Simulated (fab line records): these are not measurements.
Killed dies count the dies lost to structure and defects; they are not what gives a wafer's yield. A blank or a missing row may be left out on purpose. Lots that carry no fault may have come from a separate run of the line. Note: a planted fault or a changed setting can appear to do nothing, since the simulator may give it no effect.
What tool caused it?	flow nand_harc	Sampling: 13 lots, 39 wafers, 5 of 1302 route steps

== WHAT THE GAUGES SHOWED, per wafer ==
NHARC_P_BONDPAD_THK_MEAS_33: measures by ellipsometry. Usual: thk_nm 199.4 nm, standard deviation 1.6.
lot	measured	on	thk_nm (nm)	flag
L550	day 6 21:35	film_metro-02	199.0 198.5 198.3	
L551	day 7 00:16	film_metro-01	201.2 199.8 200.7	
L552	day 7 10:11	film_metro-01	200.9 196.6 198.3	
L553	day 8 02:59	film_metro-01	199.9 196.9 198.6	
L555	day 8 18:08	film_metro-02	200.3 200.6 199.9	
L556	day 9 05:28	film_metro-01	200.0 197.7 199.3	
L558	day 10 00:38	film_metro-01	201.6 197.0 200.6	
L559	day 10 18:37	film_metro-01	199.6 200.7 200.7	
L560	day 11 00:31	film_metro-02	198.6 202.3 198.0	
L561	day 11 06:01	film_metro-02	201.3 201.3 199.6	
L562	day 11 10:48	film_metro-01	201.3 200.3 197.9	
L563	day 11 20:05	film_metro-01	200.6 203.8 197.6	
L570	day 15 04:37	film_metro-02	197.2 198.4 199.2	

NHARC_END_SORT_01. Usual: value, then standard deviation, for each; defect_limited_yield 91.1 % / 2.8; killed_at_array 55 / 19; killed_at_other 0.9 / 1.4; killed_at_periphery 3.8 / 2.9; killed_dies 60 / 19; killed_open 3.3 / 1.8; killed_short 2.6 / 1.6.
lot	measured	on	defect_limited_yield (%)	killed_at_array	killed_at_other	killed_at_periphery	killed_dies	killed_open	killed_short	flag
L550	day 25 03:56	prober-01	95.6 96.6 96.8	28 20 20	0 0 1	2 3 1	30 23 22	3 4 3	6 4 2	
L551	day 24 18:49	prober-02	88.3 88.5 86.6	72 76 86	2 0 0	5 2 5	79 78 91	1 7 0	0 1 5	
L552	day 25 14:16	prober-01	89.5 87.4 89.8	69 79 69	2 2 0	0 4 0	71 85 69	2 4 4	3 4 3	
L553	day 26 01:07	prober-02	92.0 92.5 90.7	49 46 59	1 1 1	4 4 3	54 51 63	3 3 2	2 2 6	
L555	day 26 23:58	prober-02	86.6 87.4 86.6	79 83 85	1 0 0	11 2 6	91 85 91	3 2 4	3 3 2	
L556	day 26 23:56	prober-01	93.1 91.6 93.6	42 53 41	2 0 0	3 4 2	47 57 43	2 3 6	2 4 4	
L558	day 28 05:26	prober-01	95.9 93.5 93.4	25 30 40	2 3 1	1 11 4	28 44 45	2 3 4	3 2 1	
L559	day 28 20:41	prober-01	90.4 90.0 88.6	63 67 74	0 0 0	2 1 3	65 68 77	3 5 2	2 1 1	
L560	day 29 17:01	prober-01	92.5 94.8 93.1	50 30 44	0 0 0	1 5 3	51 35 47	2 2 8	3 2 0	
L561	day 29 16:59	prober-02	88.5 89.2 87.9	70 67 77	3 1 1	5 5 4	78 73 82	7 4 3	1 1 1	
L562	day 28 20:43	prober-02	92.6 93.8 94.1	40 33 33	0 0 1	10 9 6	50 42 40	3 2 5	4 5 2	
L563	day 30 02:23	prober-02	91.0 92.2 92.6	55 48 48	1 0 0	5 5 2	61 53 50	3 3 0	4 2 1	
L570	day 32 17:53	prober-01	94.7 91.7 92.5	28 47 40	2 5 0	6 4 11	36 56 51	3 4 7	1 2 2	

== TOOL THAT RAN EACH LOT (tool first, then ch and the chambers of the sampled wafers, then the start) ==
lot	NHARC_P_BONDPAD_CMP_32	NHARC_P_BONDPAD_ETCH_12	NHARC_P_BONDPAD_PVD_17
L550	cmp-03 ch 0,1,3, day 6 21:23	rie_diel-09 ch 0,2, day 6 23:25 or earlier	pvd_sputter-01, day 6 23:25
L551	cmp-03 ch 0,1, day 7 00:01	rie_diel-10 ch 2,3, day 7 02:09 or earlier	pvd_sputter-01, day 7 02:09
L552	cmp-01 ch 1,2,3, day 7 09:59	rie_diel-08 ch 1,2, day 7 11:58 or earlier	pvd_sputter-03, day 7 11:58
L553	cmp-01 ch 1,2, day 8 02:43	rie_diel-09 ch 0,2,3, day 8 05:02 or earlier	pvd_sputter-02, day 8 05:02
L555	cmp-03 ch 1,2,3, day 8 17:53	rie_diel-09 ch 0,1,2, day 8 20:01 or earlier	pvd_sputter-02, day 8 20:01
L556	cmp-01 ch 0,1, day 9 05:13	rie_diel-09 ch 0,1,2, day 9 07:19 or earlier	pvd_sputter-01, day 9 07:19
L558	cmp-01 ch 0,2, day 10 00:23	rie_diel-10 ch 2,3, day 10 02:28 or earlier	pvd_sputter-03, day 10 02:28
L559	cmp-01 ch 0,1, day 10 18:22	rie_diel-08 ch 0,1,2, day 10 20:31 or earlier	pvd_sputter-01, day 10 20:31
L560	cmp-03 ch 1,2,3, day 11 00:18	rie_diel-08 ch 0,2,3, day 11 02:21 or earlier	pvd_sputter-03, day 11 02:21
L561	cmp-01 ch 0,3, day 11 05:47	rie_diel-08 ch 0,3, day 11 07:47 or earlier	pvd_sputter-03, day 11 07:47
L562	cmp-03 ch 1,2,3, day 11 10:35	rie_diel-10 ch 0,3, day 11 12:40 or earlier	pvd_sputter-01, day 11 12:40
L563	cmp-04 ch 0,1,3, day 11 19:50	rie_diel-09 ch 0,1,2, day 11 21:55 or earlier	pvd_sputter-01, day 11 21:55
L570	cmp-01 ch 1,3, day 15 04:23	rie_diel-10 ch 0,2,3, day 15 06:19 or earlier	pvd_sputter-01, day 15 06:19
- NHARC_P_BONDPAD_CMP_32: polishes SiCN, target thk 200 nm.
- NHARC_P_BONDPAD_ETCH_12: etches the open film in CHF3/O2, target depth 200 nm, time 100 s.
- NHARC_P_BONDPAD_PVD_17: deposits TaN, target thk 5 nm, time 8.06 s.

== AS READ BY THE TOOLS THEMSELVES (means over the sampled wafers that have a number; for cases with no such wafer, the mark the record gives instead) ==
NHARC_P_BONDPAD_CMP_32. Usual: motor_current_A 11.6 A, standard deviation 1.1.
lot	tool	motor_current_A (A)	flag
L550	cmp-03	11.1	
L551	cmp-03	10.4	
L552	cmp-01	11.5	
L553	cmp-01	11.0	
L555	cmp-03	11.2	
L556	cmp-01	11.0	
L558	cmp-01	11.4	
L559	cmp-01	11.0	
L560	cmp-03	11.2	
L561	cmp-01	11.9	
L562	cmp-03	11.9	
L563	cmp-04	13.7	
L570	cmp-01	11.8	

NHARC_P_BONDPAD_ETCH_12. Usual: bias_w 200.1 W, standard deviation 0.56; drypump_motor_current_A 5.5 A, standard deviation 0.5; oes_product_au 0.939 a.u., standard deviation 0.025; rf_vpp_V 370.6 V, standard deviation 2; showerhead_plenum_p_Torr 2.40 Torr, standard deviation 0.081; throttle_valve_pct 20.573 %, standard deviation 0.0087.
lot	tool	bias_w (W)	drypump_motor_current_A (A)	oes_product_au (a.u.)	rf_vpp_V (V)	showerhead_plenum_p_Torr (Torr)	throttle_valve_pct (%)	flag
L550	rie_diel-09	200.2	6.2	0.971	369.5	2.35	20.571	
L551	rie_diel-10	200.0	5.1	0.968	373.0	2.50	20.579	
L552	rie_diel-08	199.9	6.0	0.929	369.5	2.36	20.577	
L553	rie_diel-09	200.2	5.7	0.917	370.4	2.41	20.571	
L555	rie_diel-09	200.1	5.8	0.968	370.9	2.36	20.577	
L556	rie_diel-09	199.6	5.9	0.967	369.1	2.36	20.576	
L558	rie_diel-10	199.8	5.1	0.959	373.0	2.50	20.571	
L559	rie_diel-08	199.8	5.8	0.920	369.9	2.38	20.581	
L560	rie_diel-08	200.2	5.6	0.928	368.3	2.30	20.571	
L561	rie_diel-08	199.9	5.4	0.933	368.2	2.30	20.573	
L562	rie_diel-10	199.9	5.4	0.957	370.2	2.38	20.567	
L563	rie_diel-09	200.6	5.9	0.917	369.7	2.36	20.567	
L570	rie_diel-10	200.4	5.3	0.920	371.8	2.44	20.575	

NHARC_P_BONDPAD_PVD_17. Usual: throttle_valve_pct 30.2 %, standard deviation 0.91.
lot	tool	throttle_valve_pct (%)	flag
L550	pvd_sputter-01	30.2	
L551	pvd_sputter-01	30.5	
L552	pvd_sputter-03	31.2	
L553	pvd_sputter-02	30.2	
L555	pvd_sputter-02	30.6	
L556	pvd_sputter-01	30.0	
L558	pvd_sputter-03	31.2	
L559	pvd_sputter-01	29.9	
L560	pvd_sputter-03	30.4	
L561	pvd_sputter-03	30.4	
L562	pvd_sputter-01	29.8	
L563	pvd_sputter-01	29.7	
L570	pvd_sputter-01	29.8	

== THE ANSWER, worked out from the rows above alone ==
Rule: take the mean of a lot's wafers that have a number; if it is more than 3 standard deviations from the usual mean, the lot is off. Also off: a lot with no number at a reading for which 4 or more lots have one. Where the step has rows for the other lots, those lots are counted as sound. After the gauges, taken in route order, come the tools' own readings; for these a lot's mean is taken, as printed above. The first step at which some lot is off is used, and at that step the reading that is off furthest; a lot without a number counts as furthest.
Nothing can be told from this: no lot is off at any reading shown.

== WHAT WAS PUT IN BY THE SIMULATOR ==
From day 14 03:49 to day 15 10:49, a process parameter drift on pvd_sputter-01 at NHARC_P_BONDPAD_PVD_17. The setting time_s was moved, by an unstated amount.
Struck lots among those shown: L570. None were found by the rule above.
